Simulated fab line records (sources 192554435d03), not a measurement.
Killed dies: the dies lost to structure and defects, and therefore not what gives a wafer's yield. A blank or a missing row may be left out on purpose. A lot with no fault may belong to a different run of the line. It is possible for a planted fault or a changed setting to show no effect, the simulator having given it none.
Which tool is to blame? + flow n5 finfet + 24 lots, 72 wafers sampled, at 4 steps of a route of 1938

WHAT EACH GAUGE READ, for each wafer
N5_MOL_CONTACT_COAG_THK_MEAS_29.
| lot  | measured     | on            | MD_CAP_THK (nm)   |
|------|--------------|---------------|-------------------|
| L074 | day 5 02:22  | film metro-01 | 18.14 17.91 18.00 |
| L075 | day 5 06:59  | film metro-01 | 17.92 17.90 17.89 |
| L076 | day 5 15:56  | film metro-01 | 17.94 17.87 17.86 |
| L077 | day 5 21:40  | film metro-02 | 17.68 17.63 17.77 |
| L078 | day 6 04:40  | film metro-01 | 18.03 17.96 17.94 |
| L079 | day 6 08:44  | film metro-02 | 17.92 17.98 17.96 |
| L080 | day 6 16:46  | film metro-02 | 17.93 17.96 17.87 |
| L081 | day 6 22:10  | film metro-01 | 17.88 18.08 17.72 |
| L082 | day 7 07:21  | film metro-02 | 17.85 17.84 18.06 |
| L083 | day 7 13:46  | film metro-02 | 17.91 17.89 17.87 |
| L084 | day 7 20:09  | film metro-02 | 17.88 17.86 17.88 |
| L085 | day 8 00:30  | film metro-01 | 17.97 18.07 18.00 |
| L086 | day 8 04:50  | film metro-02 | 18.06 18.16 17.95 |
| L087 | day 8 08:26  | film metro-02 | 17.83 17.93 17.99 |
| L088 | day 8 19:10  | film metro-02 | 18.01 18.07 17.99 |
| L089 | day 8 20:48  | film metro-02 | 18.12 17.94 17.96 |
| L090 | day 9 08:13  | film metro-02 | 17.93 18.04 17.96 |
| L091 | day 9 08:27  | film metro-01 | 18.01 18.03 18.16 |
| L092 | day 9 15:59  | film metro-02 | 17.93 18.07 18.10 |
| L093 | day 9 22:16  | film metro-01 | 17.89 17.95 17.96 |
| L094 | day 10 05:07 | film metro-01 | 17.80 17.95 17.78 |
| L095 | day 10 08:10 | film metro-02 | 17.78 17.95 17.79 |
| L096 | day 10 14:31 | film metro-01 | 17.94 17.92 17.84 |
| L097 | day 10 19:46 | film metro-01 | 17.95 17.73 17.98 |

N5_MOL_CONTACT_COAG_OVL_MEAS_85.
| lot  | measured     | on         | VG_OVL (nm)    |
|------|--------------|------------|----------------|
| L074 | day 5 03:54  | overlay-01 | -1.6 -0.4 -0.2 |
| L075 | day 5 07:55  | overlay-01 | 0.5 1.1 0.8    |
| L076 | day 5 17:09  | overlay-01 | 1.0 -0.6 1.8   |
| L077 | day 5 22:42  | overlay-01 | 0.2 1.0 0.6    |
| L078 | day 6 05:35  | overlay-01 | 0.3 1.1 0.7    |
| L079 | day 6 09:38  | overlay-02 | 0.7 1.2 0.2    |
| L080 | day 6 17:49  | overlay-01 | 0.1 0.1 0.8    |
| L081 | day 6 23:05  | overlay-02 | 1.1 1.3 1.3    |
| L082 | day 7 08:16  | overlay-01 | -0.3 0.0 0.8   |
| L083 | day 7 14:59  | overlay-02 | 0.6 0.5 0.2    |
| L084 | day 7 21:11  | overlay-01 | 0.8 0.4 0.8    |
| L085 | day 8 01:33  | overlay-02 | -0.4 -0.9 -0.2 |
| L086 | day 8 05:46  | overlay-01 | 0.8 1.4 -0.1   |
| L087 | day 8 09:29  | overlay-01 | -0.5 0.7 0.5   |
| L088 | day 8 20:58  | overlay-02 | 1.2 0.1 0.2    |
| L089 | day 8 21:58  | overlay-02 | -0.1 0.6 1.0   |
| L090 | day 9 09:11  | overlay-02 | -0.1 0.6 0.5   |
| L091 | day 9 09:22  | overlay-01 | -1.0 0.3 1.2   |
| L092 | day 9 16:55  | overlay-01 | 2.1 1.4 2.2    |
| L093 | day 9 23:19  | overlay-02 | 1.0 0.8 1.6    |
| L094 | day 10 06:50 | overlay-02 | 0.9 0.6 1.1    |
| L095 | day 10 09:06 | overlay-02 | 1.3 0.6 1.2    |
| L096 | day 10 15:34 | overlay-02 | 1.2 1.3 0.4    |
| L097 | day 10 20:47 | overlay-01 | -0.4 -0.8 -0.4 |

WHICH TOOL RAN EACH LOT (tool, then ch and the chambers of the sampled wafers, then the start)
| lot  | N5_MOL_CONTACT_COAG_STRIP_98      | N5_MOL_CONTACT_COAG_ALD_20          |
|------|-----------------------------------|-------------------------------------|
| L074 | rie diel-04 ch 1,2,3, day 4 15:38 | ald metal-02 ch 0,2,3, day 4 19:48  |
| L075 | rie diel-04 ch 1,2, day 4 23:22   | ald metal-02 ch 0,1,3, day 5 00:03  |
| L076 | rie diel-02 ch 1,2, day 5 07:59   | ald metal-02 ch 0,2,3, day 5 09:59  |
| L077 | rie diel-04 ch 0,1,3, day 5 12:52 | ald metal-04 ch 0,2,3, day 5 13:31  |
| L078 | rie diel-03 ch 2,3, day 5 18:43   | ald metal-02 ch 0,1,3, day 5 19:25  |
| L079 | rie diel-02 ch 1,2, day 5 23:01   | ald metal-02 ch 0,1,3, day 6 00:17  |
| L080 | rie diel-02 ch 0,1,2, day 6 09:43 | ald metal-03 ch 1,2, day 6 10:22    |
| L081 | rie diel-03 ch 0,2, day 6 13:08   | ald metal-02 ch 1,3, day 6 13:58    |
| L082 | rie diel-03 ch 1,2,3, day 6 23:03 | ald metal-02 ch 0,1,3, day 6 23:47  |
| L083 | rie diel-03 ch 1,3, day 7 07:46   | ald metal-04 ch 1,2,3, day 7 08:28  |
| L084 | rie diel-04 ch 1,2,3, day 7 10:25 | ald metal-02 ch 0,3, day 7 11:04    |
| L085 | rie diel-03 ch 1,3, day 7 11:16   | ald metal-03 ch 0,3, day 7 13:56    |
| L086 | rie diel-03 ch 2,3, day 7 16:55   | ald metal-02 ch 0,1,3, day 7 21:58  |
| L087 | rie diel-04 ch 0,3, day 8 00:53   | ald metal-04 ch 0,1, day 8 01:35    |
| L088 | rie diel-02 ch 0,2,3, day 8 09:02 | ald metal-02 ch 1,2,3, day 8 11:23  |
| L089 | rie diel-02 ch 0,1,3, day 8 10:28 | ald metal-04 ch 0,1,3, day 8 11:30  |
| L090 | rie diel-02 ch 0,1,3, day 8 22:50 | ald metal-02 ch 1,3, day 9 01:17    |
| L091 | rie diel-03 ch 0,2,3, day 9 00:59 | ald metal-03 ch 0,2, day 9 01:41    |
| L092 | rie diel-02 ch 0,1,3, day 9 09:33 | ald metal-02 ch 0,2,3, day 9 10:12  |
| L093 | rie diel-03 ch 0,1,3, day 9 12:13 | ald metal-04 ch 1,2,3, day 9 12:59  |
| L094 | rie diel-04 ch 0,2,3, day 9 18:01 | ald metal-02 ch 1,2, day 9 19:37    |
| L095 | rie diel-03 ch 0,1, day 10 00:23  | ald metal-02 ch 0,2,3, day 10 02:01 |
| L096 | rie diel-04 ch 0,3, day 10 05:15  | ald metal-04 ch 1,2, day 10 06:06   |
| L097 | rie diel-04 ch 1,3, day 10 11:14  | ald metal-02 ch 1,3, day 10 11:59   |
- N5_MOL_CONTACT_COAG_STRIP_98: strips in N2/H2.
- N5_MOL_CONTACT_COAG_ALD_20: deposits TiN, target thk 1.5 nm, pulse time 1 s, purge time 3 s.

WHAT THE TOOLS THEMSELVES READ (means of the sampled wafers that have a number; where no wafer has one, the mark that the record gives instead)
N5_MOL_CONTACT_COAG_STRIP_98.
| lot  | tool        | chamber pressure mTorr (mTorr) | drypump motor current A (A) | oes product au (a.u.) | rf vpp V (V) | showerhead plenum p Torr (Torr) | throttle valve pct (%) |
|------|-------------|--------------------------------|-----------------------------|-----------------------|--------------|---------------------------------|------------------------|
| L074 | rie diel-04 | 49.94                          | 5.8                         | 0.79                  | 54.3         | 3.37                            | 19.08                  |
| L075 | rie diel-04 | 49.98                          | 6.1                         | 0.74                  | 55.2         | 3.38                            | 19.09                  |
| L076 | rie diel-02 | 50.03                          | 5.7                         | 0.72                  | 53.0         | 3.21                            | 18.77                  |
| L077 | rie diel-04 | 50.03                          | 5.6                         | 0.86                  | 54.3         | 3.44                            | 18.84                  |
| L078 | rie diel-03 | 49.98                          | 5.7                         | 0.83                  | 55.9         | 3.38                            | 18.80                  |
| L079 | rie diel-02 | 50.05                          | 5.7                         | 0.71                  | 55.3         | 3.21                            | 18.76                  |
| L080 | rie diel-02 | 50.00                          | 5.8                         | 0.79                  | 55.4         | 3.28                            | 18.88                  |
| L081 | rie diel-03 | 49.99                          | 5.1                         | 0.67                  | 53.9         | 3.29                            | 19.15                  |
| L082 | rie diel-03 | 50.08                          | 5.7                         | 0.84                  | 53.9         | 3.38                            | 18.89                  |
| L083 | rie diel-03 | 50.11                          | 6.1                         | 0.89                  | 54.3         | 3.42                            | 18.86                  |
| L084 | rie diel-04 | 49.97                          | 5.8                         | 0.77                  | 52.4         | 3.36                            | 19.11                  |
| L085 | rie diel-03 | 49.93                          | 6.2                         | 0.88                  | 52.2         | 3.42                            | 18.86                  |
| L086 | rie diel-03 | 49.93                          | 5.2                         | 0.73                  | 53.6         | 3.33                            | 18.87                  |
| L087 | rie diel-04 | 49.93                          | 5.6                         | 0.89                  | 52.9         | 3.46                            | 18.54                  |
| L088 | rie diel-02 | 49.98                          | 6.0                         | 0.78                  | 51.4         | 3.37                            | 18.95                  |
| L089 | rie diel-02 | 49.98                          | 5.9                         | 0.77                  | 54.7         | 3.35                            | 18.72                  |
| L090 | rie diel-02 | 49.97                          | 5.9                         | 0.76                  | 52.7         | 3.35                            | 18.74                  |
| L091 | rie diel-03 | 50.04                          | 5.5                         | 0.92                  | 53.5         | 3.32                            | 18.86                  |
| L092 | rie diel-02 | 50.04                          | 5.9                         | 0.75                  | 54.0         | 3.34                            | 18.73                  |
| L093 | rie diel-03 | 49.94                          | 6.0                         | 0.87                  | 54.1         | 3.38                            | 19.04                  |
| L094 | rie diel-04 | 50.00                          | 5.8                         | 0.80                  | 54.8         | 3.37                            | 18.80                  |
| L095 | rie diel-03 | 49.98                          | 5.9                         | 0.91                  | 55.6         | 3.34                            | 19.17                  |
| L096 | rie diel-04 | 50.02                          | 5.5                         | 0.85                  | 55.2         | 3.45                            | 18.58                  |
| L097 | rie diel-04 | 49.94                          | 5.6                         | 0.77                  | 53.7         | 3.33                            | 19.13                  |

N5_MOL_CONTACT_COAG_ALD_20.
| lot  | tool         | heater power w (W) | precursor pulse height rel | susceptor temp C (C) |
|------|--------------|--------------------|----------------------------|----------------------|
| L074 | ald metal-02 | 919                | 1.004                      | 399.70               |
| L075 | ald metal-02 | 924                | 0.998                      | 400.17               |
| L076 | ald metal-02 | 918                | 0.982                      | 400.11               |
| L077 | ald metal-04 | 924                | 1.010                      | 400.06               |
| L078 | ald metal-02 | 936                | 0.977                      | 400.07               |
| L079 | ald metal-02 | 948                | 1.008                      | 399.97               |
| L080 | ald metal-03 | 860                | 1.020                      | 399.89               |
| L081 | ald metal-02 | 923                | 1.005                      | 399.97               |
| L082 | ald metal-02 | 947                | 1.012                      | 400.21               |
| L083 | ald metal-04 | 966                | 0.991                      | 400.06               |
| L084 | ald metal-02 | 889                | 0.974                      | 400.24               |
| L085 | ald metal-03 | 1005               | 1.010                      | 400.07               |
| L086 | ald metal-02 | 932                | 1.005                      | 399.95               |
| L087 | ald metal-04 | 918                | 0.993                      | 399.88               |
| L088 | ald metal-02 | 914                | 0.995                      | 399.97               |
| L089 | ald metal-04 | 893                | 1.002                      | 399.93               |
| L090 | ald metal-02 | 870                | 0.977                      | 400.10               |
| L091 | ald metal-03 | 911                | 1.007                      | 399.93               |
| L092 | ald metal-02 | 926                | 1.007                      | 400.24               |
| L093 | ald metal-04 | 979                | 0.983                      | 399.76               |
| L094 | ald metal-02 | 956                | 1.015                      | 400.07               |
| L095 | ald metal-02 | 915                | 0.975                      | 400.03               |
| L096 | ald metal-04 | 1041               | 0.993                      | 399.99               |
| L097 | ald metal-02 | 931                | 0.985                      | 399.99               |

THE ANSWER, worked out from the rows above alone
Rule: the lots themselves supply what counts as usual. Put in order of their means at a reading, lots are off if they are a third of the lots or fewer, leave a main group of 4 or more, and stand apart from it by a gap of 3 or more times the standard deviation of the main group's means; of several such gaps the widest counts. The tables above print the reading to a certain number of digits; a main group whose means all agree to those digits is not used. A lot without any number at a reading at which 4 lots or more have one is off too. Any other lot the step has rows for is counted as sound. After the gauges, taken in route order, come the tools' own readings; for these a lot's mean is taken, as printed above. At the first step where some lot is off, the reading lying furthest off is the one used; lots without a number count as furthest.
None of the lots is off at any reading shown; this tells nothing.

WHAT WAS PUT IN BY THE SIMULATOR
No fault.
